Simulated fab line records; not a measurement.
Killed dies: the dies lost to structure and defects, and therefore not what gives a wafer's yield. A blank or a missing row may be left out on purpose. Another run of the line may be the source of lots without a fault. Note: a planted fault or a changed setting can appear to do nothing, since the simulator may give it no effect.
fab line records	flow nand-harc
record: lots: 24	wafers: 72	last-day: 33
route steps=1302 shown A_STAIRCASE@768
lots untouched by any fault: they come from a run of this same line in which no faults occurred
start-h: hours from the record's opening day to when the first of the lot's shown wafers began	wait-h: hours from the lot's prior step to this one	" identical to the entry in the row above	L1.1+2: one row covering several wafers at once	- no value present, or no start provided	* or withheld: withheld	< > ~ a bound
route shown NAME@n: NAME is a module with steps in the file, n the number in the route of the first one	usual: average and standard deviation across the fault-free wafers	same: alike in all rows	chamber/n: place in a boat	sites: readings site by site	_std_site: the standard deviation of these	_edge_site: outer sites' mean less inner sites'	radius-mm: for every site, how far away it sits from the centre of the wafer	mask NAME#n: copy n	behind: the last tool/chamber to shape the wafer	hold: cause of the lot's hold/its duration in hours/its outcome	device: the n, p or np transistor that did not switch	end of line: the tests these same wafers got at the end of their route	where a step has no rows: the recipe by itself	killed: the dies lost at the first sort to structure and to defects; this is not the yield of the wafer	map: shows each die of a wafer: x if killed, . if not, _ if none is there
set.NAME: the run value of the setting; set.NAME@STEP: its run value at that earlier step	model.NAME: the simulator's own value behind a step, which no gauge read
route steps across a sampled set of lots; one table per step, one row per wafer
services: when a tool's chamber went out of use (start-h, in hours from the record's first day, below 0 if earlier), for how many hours, and the reason
== steps ==
step: NHARC_A_STAIRCASE_STRIP_254
recipe: power-w: 1500	temp-c: 250	chemistry: O2
usual: drypump-motor-current-A: 6.20/0.21	heater-power-w: 336/28
lot.wafer	tool	chamber	start-h	wait-h	drypump-motor-current-A	heater-power-w	rf-hours-counter-h
L074.1	plasma-asher-02	0	361.70	-	6.31	359	24
L074.4	"	0	"	"	6.27	372	-
L074.5	"	1	"	"	6.45	373	-
L075.1	plasma-asher-01	1	371.31	-	6.19	304	4
L075.5	"	0	"	"	5.89	311	-
L075.6	"	1	"	"	6.20	311	-
L076.2	plasma-asher-01	1	381.17	-	6.17	305	7
L076.3	"	0	"	"	5.89	305	-
L076.4	"	1	"	"	6.20	318	-
L078.1	plasma-asher-01	0	397.89	-	5.85	293	9
L078.3	"	0	"	"	5.87	311	-
L078.5	"	0	"	"	5.84	303	-
L077.2	plasma-asher-02	1	401.08	-	6.43	363	31
L077.6	"	0	"	"	6.30	356	-
L077.5	"	1	"	"	6.41	371	-
L079.3	plasma-asher-02	0	420.20	-	6.31	369	-
L079.6	"	1	"	"	6.47	364	-
L079.5	"	0	"	"	6.30	364	-
L081.1	plasma-asher-01	1	436.11	-	6.16	306	16
L081.2	"	0	"	"	5.85	304	16
L081.3	"	0	"	"	5.88	295	-
L080.4	plasma-asher-01	0	437.61	-	5.86	311	-
L080.6	"	1	"	"	6.16	316	-
L080.5	"	0	"	"	5.88	308	-
L082.4	plasma-asher-01	0	443.12	-	5.86	305	-
L082.3	"	1	"	"	6.17	309	-
L082.5	"	1	"	"	6.17	311	-
L083.1	plasma-asher-01	0	453.53	-	5.86	307	21
L083.4	"	0	"	"	5.87	297	-
L083.6	"	0	"	"	5.86	300	-
L084.2	plasma-asher-01	1	462.19	-	6.18	317	22
L084.3	"	1	"	"	6.18	307	-
L084.6	"	0	"	"	5.85	301	-
L085.2	plasma-asher-02	0	474.12	-	6.30	366	9
L085.3	"	1	"	"	6.45	363	-
L085.4	"	0	"	"	6.28	360	-
L086.1	plasma-asher-01	0	477.38	-	5.88	309	26
L086.4	"	1	"	"	6.14	314	-
L086.6	"	1	"	"	6.15	307	-
L087.2	plasma-asher-01	0	477.62	-	5.90	300	26
L087.4	"	0	"	"	5.88	307	-
L087.5	"	0	"	"	5.87	304	-
L088.2	plasma-asher-02	0	526.23	-	6.31	356	19
L088.3	"	0	"	"	6.31	366	-
L088.5	"	1	"	"	6.46	363	-
L089.4	plasma-asher-02	1	527.96	-	6.45	361	-
L089.3	"	0	"	"	6.32	373	-
L089.5	"	0	"	"	6.31	360	-
L091.1	plasma-asher-01	1	535.13	-	6.17	312	1
L091.3	"	0	"	"	5.88	322	-
L091.4	"	1	"	"	6.17	315	-
L090.1	plasma-asher-02	0	536.23	-	6.30	371	22
L090.3	"	0	"	"	6.31	362	-
L090.6	"	1	"	"	6.44	362	-
L094.1	plasma-asher-02	0	555.80	-	6.31	366	27
L094.4	"	1	"	"	6.44	362	-
L094.5	"	0	"	"	6.30	371	-
L092.2	plasma-asher-02	0	556.87	-	6.28	365	27
L092.1	"	1	"	"	6.43	362	27
L092.5	"	0	"	"	6.29	359	-
L093.3	plasma-asher-02	0	560.51	-	6.32	367	-
L093.5	"	0	"	"	6.29	352	-
L093.6	"	1	"	"	6.46	371	-
L096.1	plasma-asher-02	0	574.96	-	6.26	364	31
L096.6	"	0	"	"	6.29	365	-
L096.5	"	1	"	"	6.46	369	-
L095.2	plasma-asher-02	0	577.03	-	6.31	358	32
L095.6	"	1	"	"	6.46	368	-
L095.5	"	0	"	"	6.32	370	-
L097.1	plasma-asher-01	1	592.98	-	6.16	318	12
L097.4	"	1	"	"	6.17	308	-
L097.5	"	1	"	"	6.16	310	-
step: NHARC_A_STAIRCASE_HM_DEP_459
recipe: target-thk-a: 15000	temp-c: 400	material: aC
usual: throttle-valve-pct: 35.000/0.0094
lot.wafer	tool	chamber	start-h	wait-h	throttle-valve-pct
L074.1	acl-dep-01	0	369.50	0.1	34.998
L074.4	"	0	"	"	34.997
L074.5	"	0	"	"	35.002
L075.1	acl-dep-02	0	378.06	0.2	35.014
L075.5	"	0	379.27	1.4	35.002
L075.6	"	0	"	"	35.004
L076.2	acl-dep-02	0	388.87	0.4	35.020
L076.3	"	0	"	"	34.980
L076.4	"	0	"	"	34.997
L078.1	acl-dep-01	0	409.86	3.5	35.004
L078.3	"	0	"	"	34.993
L078.5	"	0	"	"	35.011
L077.2	acl-dep-03	0	410.34	0.9	34.997
L077.5	"	0	"	"	35.006
L077.6	"	0	"	"	34.993
L079.3	acl-dep-02	0	428.30	0.7	35.009
L079.5	"	0	"	"	34.993
L079.6	"	0	"	"	34.988
L081.1	acl-dep-02	0	448.81	3.1	34.995
L081.2	"	0	"	"	35.000
L081.3	"	0	"	"	35.016
L080.4	acl-dep-01	0	453.91	3.8	35.014
L080.5	"	0	"	"	35.007
L080.6	"	0	"	"	35.007
L082.3	acl-dep-02	0	455.57	2.0	34.999
L082.4	"	0	"	"	35.023
L082.5	"	0	"	"	34.995
L083.1	acl-dep-02	0	464.82	2.0	34.996
L083.4	"	0	"	"	35.007
L083.6	"	0	"	"	35.009
L084.2	acl-dep-02	0	475.54	1.5	35.004
L084.3	"	0	"	"	35.012
L084.6	"	0	"	"	35.001
L085.2	acl-dep-02	0	486.02	4.8	35.007
L085.3	"	0	"	"	34.990
L085.4	"	0	"	"	35.007
L086.1	acl-dep-02	0	493.03	9.1	34.994
L086.4	"	0	"	"	35.004
L086.6	"	0	"	"	34.991
L087.2	acl-dep-01	0	494.05	8.1	34.991
L087.4	"	0	"	"	34.981
L087.5	"	0	"	"	34.995
L088.2	acl-dep-01	0	536.16	0.4	34.989
L088.3	"	0	"	"	34.996
L088.5	"	0	"	"	34.991
L089.3	acl-dep-02	0	543.56	3.6	34.986
L089.4	"	0	"	"	34.995
L089.5	"	0	"	"	34.997
L091.1	acl-dep-01	0	544.68	2.0	35.003
L091.3	"	0	"	"	34.986
L091.4	"	0	"	"	34.994
L090.1	acl-dep-03	0	546.51	0.1	34.984
L090.3	"	0	"	"	34.990
L090.6	"	0	"	"	34.985
L094.1	acl-dep-01	0	569.63	1.7	35.001
L094.4	"	0	"	"	34.994
L094.5	"	0	"	"	34.991
L092.1	acl-dep-03	0	569.85	1.0	35.009
L092.2	"	0	"	"	35.000
L092.5	"	0	"	"	35.018
L093.3	acl-dep-01	0	578.80	3.4	34.995
L093.5	"	0	"	"	34.999
L093.6	"	0	"	"	34.996
L096.1	acl-dep-03	0	586.57	1.9	35.009
L096.5	"	0	587.80	3.2	35.011
L096.6	"	0	"	"	35.003
L095.2	acl-dep-01	0	587.02	0.5	35.024
L095.5	"	0	"	"	35.004
L095.6	"	0	"	"	34.981
L097.1	acl-dep-03	0	600.75	1.0	34.993
L097.4	"	0	"	"	35.000
L097.5	"	0	"	"	35.001
step: NHARC_A_STAIRCASE_DEP_280
recipe: target-thk-a: 300	target-thk-nm: 30	temp-c: 400	pressure-torr: 3.5	flow-sccm: 200	rf-w: 350	material: SiON
usual: heater-power-outer-w: 425/71	heater-power-w: 707/110
lot.wafer	tool	chamber	start-h	wait-h	heater-power-outer-w	heater-power-w
L074.1	pecvd-01	0	371.37	1.6	588	989
L074.4	"	1	"	"	439	758
L074.5	"	2	"	"	351	616
L075.1	pecvd-02	1	379.95	1.6	491	779
L075.5	"	0	"	"	402	622
L075.6	"	1	"	"	495	785
L076.3	pecvd-03	1	390.44	1.0	463	765
L076.2	"	0	"	"	334	578
L076.4	"	2	"	"	431	795
L078.3	pecvd-03	0	411.76	1.0	321	533
L078.1	"	1	"	"	362	641
L078.5	"	1	"	"	377	650
L077.2	pecvd-03	1	411.97	1.3	378	649
L077.5	"	0	"	"	324	569
L077.6	"	1	"	"	372	647
L079.3	pecvd-02	2	429.58	1.0	483	757
L079.5	"	1	"	"	482	771
L079.6	"	0	"	"	404	643
L081.2	pecvd-03	0	450.68	1.3	332	545
L081.3	"	1	"	"	397	671
L081.1	"	2	"	"	403	757
L080.6	pecvd-02	2	454.94	0.1	390	622
L080.5	"	0	"	"	429	664
L080.4	"	1	"	"	571	849
L082.3	pecvd-03	2	456.87	1.0	464	849
L082.4	"	0	"	"	336	572
L082.5	"	2	"	"	452	829
L083.1	pecvd-01	0	466.74	1.6	472	816
L083.4	"	0	"	"	469	841
L083.6	"	1	"	"	397	684
L084.3	pecvd-01	0	477.10	0.9	505	857
L084.2	"	1	"	"	365	654
L084.6	"	2	"	"	301	532
L085.3	pecvd-03	1	487.58	1.0	422	713
L085.2	"	0	"	"	277	486
L085.4	"	1	"	"	424	728
L086.1	pecvd-02	2	494.91	1.6	474	766
L086.4	"	2	"	"	479	754
L086.6	"	1	"	"	541	849
L087.2	pecvd-02	2	495.62	1.3	449	721
L087.5	"	1	"	"	494	799
L087.4	"	0	"	"	408	635
L088.3	pecvd-03	2	537.75	1.0	427	809
L088.2	"	0	"	"	359	587
L088.5	"	2	"	"	424	802
L089.3	pecvd-02	1	544.83	1.0	453	737
L089.4	"	1	"	"	453	730
L089.5	"	2	"	"	464	747
L091.3	pecvd-02	2	546.54	0.9	426	697
L091.1	"	1	"	"	558	853
L091.4	"	0	"	"	356	573
L090.1	pecvd-02	2	548.38	1.6	473	750
L090.3	"	0	"	"	400	636
L090.6	"	1	"	"	525	804
L094.1	pecvd-02	2	571.51	1.6	475	761
L094.4	"	1	"	"	569	881
L094.5	"	0	"	"	344	559
L092.1	pecvd-02	0	571.70	1.6	425	674
L092.2	"	2	"	"	437	701
L092.5	"	1	"	"	506	767
L093.3	pecvd-01	1	580.17	1.1	422	741
L093.5	"	2	"	"	309	534
L093.6	"	1	"	"	419	733
L096.1	pecvd-03	1	588.47	1.6	466	773
L096.5	"	1	"	"	463	775
L096.6	"	2	"	"	488	858
L095.2	pecvd-02	0	588.63	1.3	416	648
L095.6	"	1	"	"	523	827
L095.5	"	0	"	"	411	642
L097.1	pecvd-02	2	603.06	2.0	490	800
L097.4	"	0	"	"	405	644
L097.5	"	1	"	"	475	757
step: NHARC_A_STAIRCASE_ETCH_294
recipe: target-depth-a: 49890	time-s: 1211.6	ion-energy-ev: 800	c4f8-flow-sccm: 80	o2-flow-sccm: 60	ar-flow-sccm: withheld	rf-w: 600	bias-w: 3000	chemistry: C4F8/O2/Ar
usual: oes-product-au: 0.929/0.01	rf-vpp-V: 1823/11
same: time-s: 1211.6
lot.wafer	tool	chamber	start-h	wait-h	oes-product-au	rf-hours-counter-h	rf-vpp-V
L074.1	rie-diel-11	1	-	-	0.924	41	1821
L074.4	"	1	"	"	0.923	-	1818
L074.5	"	0	"	"	0.930	-	1824
L075.1	rie-diel-05	3	-	-	0.921	40	1812
L075.5	"	2	"	"	0.929	-	1832
L075.6	"	3	"	"	0.919	-	1813
L076.2	rie-diel-04	2	-	-	0.922	10	1821
L076.3	"	3	"	"	0.921	9	1809
L076.4	"	1	"	"	0.934	10	1829
L078.3	rie-diel-04	1	-	-	0.935	18	1830
L078.1	"	2	"	"	0.928	16	1823
L078.5	"	1	"	"	0.933	-	1828
L077.2	rie-diel-04	2	-	-	0.926	17	1821
L077.5	"	0	"	"	0.938	-	1830
L077.6	"	1	"	"	0.930	-	1828
L079.3	rie-diel-04	2	-	-	0.927	22	1822
L079.6	"	2	"	"	0.934	-	1822
L079.5	"	3	"	"	0.932	-	1809
L081.3	rie-diel-05	3	-	-	0.924	13	1811
L081.1	"	1	"	"	0.915	9	1815
L081.2	"	2	"	"	0.933	12	1831
L080.4	rie-diel-11	3	-	-	0.934	4	1845
L080.6	"	1	"	"	0.923	-	1818
L080.5	"	2	"	"	0.935	-	1810
L082.3	rie-diel-11	1	-	-	0.916	5	1819
L082.4	"	2	"	"	0.934	4	1810
L082.5	"	0	"	"	0.908	-	1824
L083.4	rie-diel-05	2	-	-	0.947	18	1832
L083.1	"	3	"	"	0.928	19	1811
L083.6	"	2	"	"	0.952	-	1832
L084.2	rie-diel-04	2	-	-	0.925	39	1819
L084.3	"	3	"	"	0.926	39	1809
L084.6	"	1	"	"	0.928	-	1829
L085.3	rie-diel-04	2	-	-	0.933	41	1821
L085.2	"	3	"	"	0.939	41	1809
L085.4	"	1	"	"	0.938	45	1828
L086.1	rie-diel-05	3	-	-	0.943	27	1812
L086.4	"	1	"	"	0.912	22	1817
L086.6	"	2	"	"	0.935	-	1830
L087.2	rie-diel-04	3	-	-	0.928	42	1809
L087.4	"	1	"	"	0.927	45	1827
L087.5	"	0	"	"	0.942	-	1830
L088.2	rie-diel-11	2	-	-	0.949	28	1811
L088.3	"	3	"	"	0.925	30	1844
L088.5	"	2	"	"	0.936	-	1809
L089.3	rie-diel-04	2	-	-	0.929	2	1819
L089.4	"	3	"	"	0.914	2	1848
L089.5	"	1	"	"	0.927	-	1826
L091.4	rie-diel-05	3	-	-	0.923	45	1810
L091.1	"	1	"	"	0.924	42	1814
L091.3	"	2	"	"	0.948	49	1828
L090.3	rie-diel-04	3	-	-	0.923	3	1847
L090.1	"	1	"	"	0.939	4	1827
L090.6	"	3	"	"	0.925	-	1847
L094.1	rie-diel-11	1	-	-	0.907	42	1817
L094.4	"	2	"	"	0.930	41	1808
L094.5	"	0	"	"	0.903	-	1822
L092.2	rie-diel-04	0	-	-	0.941	10	1827
L092.1	"	1	"	"	0.944	10	1826
L092.5	"	3	"	"	0.928	-	1846
L093.3	rie-diel-04	0	-	-	0.935	11	1827
L093.5	"	2	"	"	0.922	-	1818
L093.6	"	3	"	"	0.917	-	1846
L095.2	rie-diel-05	1	-	-	0.916	1	1814
L095.6	"	2	"	"	0.930	-	1829
L095.5	"	3	"	"	0.922	-	1812
L096.1	rie-diel-04	1	-	-	0.921	17	1825
L096.6	"	0	"	"	0.946	-	1828
L096.5	"	1	"	"	0.930	-	1826
L097.1	rie-diel-04	0	-	-	0.945	24	1830
L097.4	"	3	"	"	0.924	25	1846
L097.5	"	1	"	"	0.933	-	1827
step: NHARC_A_STAIRCASE_HM_OPEN_463
recipe: o2-flow-sccm: 400	cos-flow-sccm: 20	ar-flow-sccm: 0	rf-w: 500	bias-w: 300	chemistry: O2/COS
usual: drypump-motor-current-A: 5.9/0.47	oes-product-au: 0.999/0.011	rf-vpp-V: 465.8/2.8	showerhead-plenum-p-Torr: 3.06/0.13	throttle-valve-pct: 28.330/0.0087
lot.wafer	tool	chamber	start-h	wait-h	drypump-motor-current-A	oes-product-au	rf-hours-counter-h	rf-vpp-V	showerhead-plenum-p-Torr	throttle-valve-pct
L074.1	rie-diel-05	2	-	-	6.3	1.002	41	469.1	3.18	28.331
L074.4	"	1	"	"	5.3	1.010	39	465.7	2.99	28.324
L074.5	"	3	"	"	5.8	0.986	-	464.4	2.95	28.323
L075.1	rie-diel-11	3	-	-	5.4	0.994	41	472.1	3.35	28.317
L075.5	"	1	"	"	5.8	0.992	-	464.0	3.03	28.324
L075.6	"	2	"	"	5.5	1.000	-	463.6	2.93	28.332
L076.4	rie-diel-05	1	-	-	5.3	0.997	47	464.7	2.99	28.336
L076.3	"	2	"	"	6.2	1.002	47	468.8	3.17	28.339
L076.2	"	3	"	"	5.8	0.992	46	462.5	2.95	28.325
L078.1	rie-diel-11	2	-	-	5.5	1.001	53	461.9	2.93	28.351
L078.3	"	0	"	"	6.3	1.006	56	467.2	3.07	28.347
L078.5	"	2	"	"	5.5	1.003	-	463.4	2.93	28.328
L077.2	rie-diel-05	0	-	-	6.7	1.004	1	462.8	2.94	28.326
L077.5	"	3	"	"	5.8	0.985	-	464.2	2.95	28.343
L077.6	"	0	"	"	6.7	1.012	-	461.8	2.94	28.346
L079.3	rie-diel-04	2	-	-	5.5	0.988	24	466.0	3.05	28.332
L079.5	"	1	"	"	5.7	1.001	-	466.6	3.14	28.329
L079.6	"	2	"	"	5.5	0.993	-	466.0	3.05	28.335
L081.1	rie-diel-11	1	-	-	5.8	0.991	6	466.3	3.02	28.320
L081.2	"	3	"	"	5.4	0.999	6	470.7	3.34	28.333
L081.3	"	0	"	"	6.3	0.980	6	464.8	3.07	28.334
L080.4	rie-diel-05	0	-	-	6.7	1.006	16	463.1	2.93	28.339
L080.6	"	3	"	"	5.8	1.005	-	462.7	2.94	28.337
L080.5	"	0	"	"	6.7	1.019	-	463.9	2.93	28.320
L082.4	rie-diel-05	0	-	-	6.7	1.017	17	463.6	2.93	28.325
L082.3	"	1	"	"	5.3	0.988	13	464.1	2.98	28.327
L082.5	"	0	"	"	6.7	1.016	-	462.6	2.93	28.328
L083.4	rie-diel-05	1	-	-	5.3	0.986	16	465.3	2.98	28.324
L083.1	"	3	"	"	5.8	1.004	21	463.0	2.94	28.342
L083.6	"	1	"	"	5.4	0.985	-	464.9	2.98	28.343
L084.2	rie-diel-05	1	-	-	5.3	0.994	20	465.5	2.98	28.321
L084.3	"	2	"	"	6.2	1.016	24	468.9	3.16	28.331
L084.6	"	0	"	"	6.7	1.016	-	463.4	2.93	28.324
L085.2	rie-diel-04	0	-	-	6.6	1.007	46	469.3	3.15	28.327
L085.4	"	1	"	"	5.7	0.996	46	467.2	3.13	28.335
L085.3	"	2	"	"	5.6	0.989	42	464.6	3.04	28.309
L086.4	rie-diel-05	3	-	-	5.8	0.998	28	462.0	2.94	28.348
L086.1	"	0	"	"	6.7	1.000	26	464.1	2.93	28.320
L086.6	"	1	"	"	5.3	0.985	-	462.4	2.98	28.334
L087.4	rie-diel-05	2	-	-	6.2	1.013	28	467.7	3.16	28.330
L087.2	"	0	"	"	6.7	1.007	27	462.5	2.93	28.331
L087.5	"	2	"	"	6.2	1.001	-	467.4	3.16	28.343
L088.3	rie-diel-05	3	-	-	5.7	1.001	44	463.8	2.93	28.330
L088.2	"	1	"	"	5.3	0.987	42	464.0	2.97	28.329
L088.5	"	0	"	"	6.7	1.007	-	463.1	2.92	28.329
L089.4	rie-diel-04	2	-	-	5.6	0.980	4	465.6	3.03	28.331
L089.3	"	3	"	"	5.6	0.992	3	471.0	3.37	28.317
L089.5	"	0	"	"	6.6	1.009	-	468.0	3.15	28.333
L091.4	rie-diel-04	3	-	-	5.6	0.994	4	471.8	3.37	28.329
L091.1	"	0	"	"	6.6	1.018	4	466.5	3.15	28.337
L091.3	"	2	"	"	5.6	1.001	4	465.4	3.03	28.326
L090.1	rie-diel-11	1	-	-	5.8	0.987	38	466.0	3.00	28.340
L090.3	"	3	"	"	5.4	1.001	40	471.7	3.32	28.319
L090.6	"	1	"	"	5.8	0.988	-	465.6	3.00	28.327
L094.4	rie-diel-05	2	-	-	6.3	1.010	55	468.7	3.15	28.344
L094.1	"	3	"	"	5.8	1.001	51	462.9	2.92	28.332
L094.5	"	2	"	"	6.2	1.007	-	466.1	3.15	28.328
L092.1	rie-diel-04	2	-	-	5.6	0.992	11	464.3	3.03	28.330
L092.2	"	3	"	"	5.6	0.988	12	472.5	3.37	28.329
L092.5	"	0	"	"	6.6	1.011	-	468.1	3.14	28.323
L093.3	rie-diel-04	1	-	-	5.7	0.994	16	466.2	3.12	28.333
L093.6	"	1	"	"	5.7	0.990	-	467.7	3.12	28.330
L093.5	"	2	"	"	5.6	0.983	-	465.0	3.03	28.330
L095.2	rie-diel-11	1	-	-	5.8	0.982	54	464.1	3.00	28.334
L095.5	"	3	"	"	5.3	1.008	-	471.1	3.31	28.319
L095.6	"	0	"	"	6.3	0.989	-	465.4	3.04	28.342
L096.1	rie-diel-11	0	-	-	6.2	0.991	57	466.7	3.05	28.350
L096.6	"	3	"	"	5.4	0.999	-	470.8	3.31	28.327
L096.5	"	0	"	"	6.3	0.990	-	465.7	3.05	28.329
L097.1	rie-diel-04	1	-	-	5.7	0.994	22	466.7	3.11	28.327
L097.4	"	3	"	"	5.6	1.004	26	471.9	3.36	28.330
L097.5	"	1	"	"	5.7	1.004	-	467.2	3.11	28.328
step: NHARC_A_STAIRCASE_CMP_450
recipe: target-thk-nm: 200	material: SiO2
usual: motor-current-A: 11.5/1.1	slurry-filter-dp-kPa: 13.49/0.13
lot.wafer	tool	chamber	start-h	wait-h	motor-current-A	slurry-filter-dp-kPa
L075.1	cmp-01	1	426.78	-	12.8	13.59
L075.6	"	3	"	"	10.9	13.45
L075.5	"	0	"	"	11.6	13.20
L074.4	cmp-04	2	426.94	-	12.3	13.43
L074.1	"	0	"	"	10.1	13.40
L074.5	"	3	"	"	10.9	13.56
L076.3	cmp-04	3	442.65	-	10.6	13.55
L076.4	"	0	"	"	10.3	13.53
L076.2	"	1	"	"	11.7	13.58
L077.2	cmp-01	3	473.95	-	10.8	13.39
L077.6	"	1	"	"	11.5	13.23
L077.5	"	2	"	"	10.4	13.52
L078.1	cmp-03	3	473.97	-	11.2	13.37
L078.3	"	0	"	"	12.2	13.54
L078.5	"	0	"	"	12.5	13.32
L079.3	cmp-03	0	483.20	-	11.8	13.51
L079.6	"	0	"	"	12.3	13.42
L079.5	"	1	"	"	9.9	13.59
L081.3	cmp-01	2	505.82	-	11.5	13.57
L081.2	"	3	"	"	10.0	13.34
L081.1	"	0	"	"	11.9	13.58
L080.4	cmp-03	3	514.42	-	12.0	13.58
L080.5	"	2	"	"	13.4	13.20
L080.6	"	3	"	"	12.4	13.40
L082.4	cmp-03	1	514.62	-	9.4	13.39
L082.3	"	2	"	"	13.8	13.41
L082.5	"	1	"	"	10.0	13.58
L083.1	cmp-04	1	524.11	-	11.8	13.52
L083.4	"	2	"	"	11.8	13.52
L083.6	"	1	"	"	11.7	13.29
L084.3	cmp-03	2	535.84	-	13.6	13.74
L084.2	"	3	"	"	11.8	13.72
L084.6	"	2	"	"	13.1	13.52
L087.4	cmp-03	3	546.33	-	11.3	13.53
L087.2	"	0	"	"	12.0	13.53
L087.5	"	1	"	"	9.6	13.46
L086.4	cmp-03	2	547.53	-	13.1	13.52
L086.1	"	3	"	"	12.1	13.41
L086.6	"	1	"	"	10.2	13.46
L085.2	cmp-03	3	550.23	-	11.8	13.56
L085.3	"	0	"	"	12.2	13.22
L085.4	"	1	"	"	9.5	13.51
L089.4	cmp-01	1	591.69	-	11.4	13.47
L089.3	"	3	"	"	11.5	13.43
L089.5	"	0	"	"	11.7	13.29
L088.3	cmp-01	0	591.98	-	11.4	13.48
L088.2	"	1	"	"	11.6	13.34
L088.5	"	0	"	"	11.6	13.65
L091.4	cmp-01	1	594.74	-	12.4	13.36
L091.3	"	2	"	"	10.7	13.51
L091.1	"	0	"	"	12.7	13.69
L090.1	cmp-04	0	595.02	-	10.5	13.43
L090.3	"	2	"	"	12.4	13.54
L090.6	"	0	"	"	10.1	13.48
L094.4	cmp-04	3	624.05	-	10.6	13.49
L094.1	"	0	"	"	10.0	13.59
L094.5	"	1	"	"	11.3	13.72
L092.1	cmp-03	0	624.16	-	12.2	13.73
L092.2	"	3	"	"	12.0	13.53
L092.5	"	1	"	"	9.1	13.43
L093.3	cmp-04	1	643.07	-	12.1	13.40
L093.6	"	1	"	"	11.5	13.71
L093.5	"	2	"	"	12.1	13.47
L095.2	cmp-04	2	654.60	-	12.8	13.67
L095.6	"	0	"	"	10.2	13.48
L095.5	"	1	"	"	12.1	13.54
L096.1	cmp-01	2	655.40	-	11.3	13.47
L096.5	"	3	"	"	11.3	13.53
L096.6	"	0	"	"	11.8	13.47
L097.4	cmp-04	3	661.95	-	10.3	13.79
L097.1	"	1	"	"	11.0	13.42
L097.5	"	0	"	"	9.7	13.63
== services ==
tool	chamber	start-h	hours	kind
plasma-asher-01	-	342.24	9.0	pm
rie-diel-04	-	357.72	9.0	pm
rie-diel-11	1	368.49	3.0	repair
rie-diel-05	-	379.33	0.6	repair
rie-diel-11	0	382.77	2.6	repair
rie-diel-05	2	387.19	2.6	repair
rie-diel-04	2	396.83	6.5	repair
rie-diel-05	-	406.66	9.0	pm
pecvd-02	-	409.01	13.0	pm
plasma-asher-02	-	429.29	9.0	pm
rie-diel-05	1	430.65	7.7	repair
rie-diel-11	-	433.46	9.0	pm
rie-diel-04	3	453.51	2.3	repair
pecvd-02	2	464.17	6.2	repair
pecvd-02	0	510.27	3.6	repair
plasma-asher-01	-	519.24	9.0	pm
rie-diel-04	-	534.72	9.0	pm
pecvd-02	1	559.37	4.9	repair
plasma-asher-01	-	572.15	6.2	repair
pecvd-02	-	572.78	1.7	repair
rie-diel-05	-	583.66	9.0	pm
pecvd-02	-	590.01	13.0	pm
plasma-asher-02	-	606.29	9.0	pm
rie-diel-05	0	624.22	17.4	repair
== key ==
fault none
